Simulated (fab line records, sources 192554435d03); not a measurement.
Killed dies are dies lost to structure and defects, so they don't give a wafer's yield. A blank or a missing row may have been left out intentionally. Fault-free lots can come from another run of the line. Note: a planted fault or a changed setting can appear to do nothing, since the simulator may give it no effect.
Chamber matching    flow n5-finfet    N5_BEOL_M2_ALD_98 on ald-sin-02 has 4 sister chambers
The step deposits SiO2, target thk 2.5 nm, pulse time 1 s, co reactant pulse time 1 s. 7 wafers are shown with their chamber, then 7 later ones without.

== WAFERS WITH THEIR CHAMBER ==
wafer   chamber  heater-power-w (W)  precursor-pulse-height-rel
L079.4  3        74                  1.015
L079.6  2        59                  1.011
L082.2  0        73                  0.987
L082.4  1        82                  1.016
L082.6  1        77                  0.996
L092.2  0        74                  1.044
L092.5  3        70                  1.040

== WAFERS MISSING THEIR CHAMBER ==
wafer   heater-power-w (W)  precursor-pulse-height-rel
L092.6  58                  1.010
L094.4  79                  1.006
L094.5  71                  1.011
L094.6  75                  1.001
L097.1  59                  1.008
L097.4  79                  0.989
L097.5  79                  0.997

== EACH ONE'S CHAMBER ==
wafer   from the rows above           in truth
L092.6  2                             2
L094.4  can't be placed: 1 or 0       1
L094.5  can't be placed: 3 or 0       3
L094.6  can't be placed: 0 or 3 or 1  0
L097.1  2                             2
L097.4  can't be placed: 1 or 0       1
L097.5  can't be placed: 1 or 0       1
Correct placement for 2 of the 7. Can't be placed from these rows: 5 (the true chamber is among the candidates in 5). 0 placed wrongly.
How it was worked out, from the rows above alone: a wafer's distance from a chamber is the root of the sum, over the readings, of the square of ((its reading less the chamber's mean) divided by the reading's scatter). The wafer belongs to the nearest chamber; if the next one is less than 2 further off, it can't be placed. A chamber's mean is the mean of its shown wafers. The scatter is the square root of a quotient: the sum, over the shown wafers, of each reading's squared deviation from its chamber's mean, divided by wafers minus chambers.
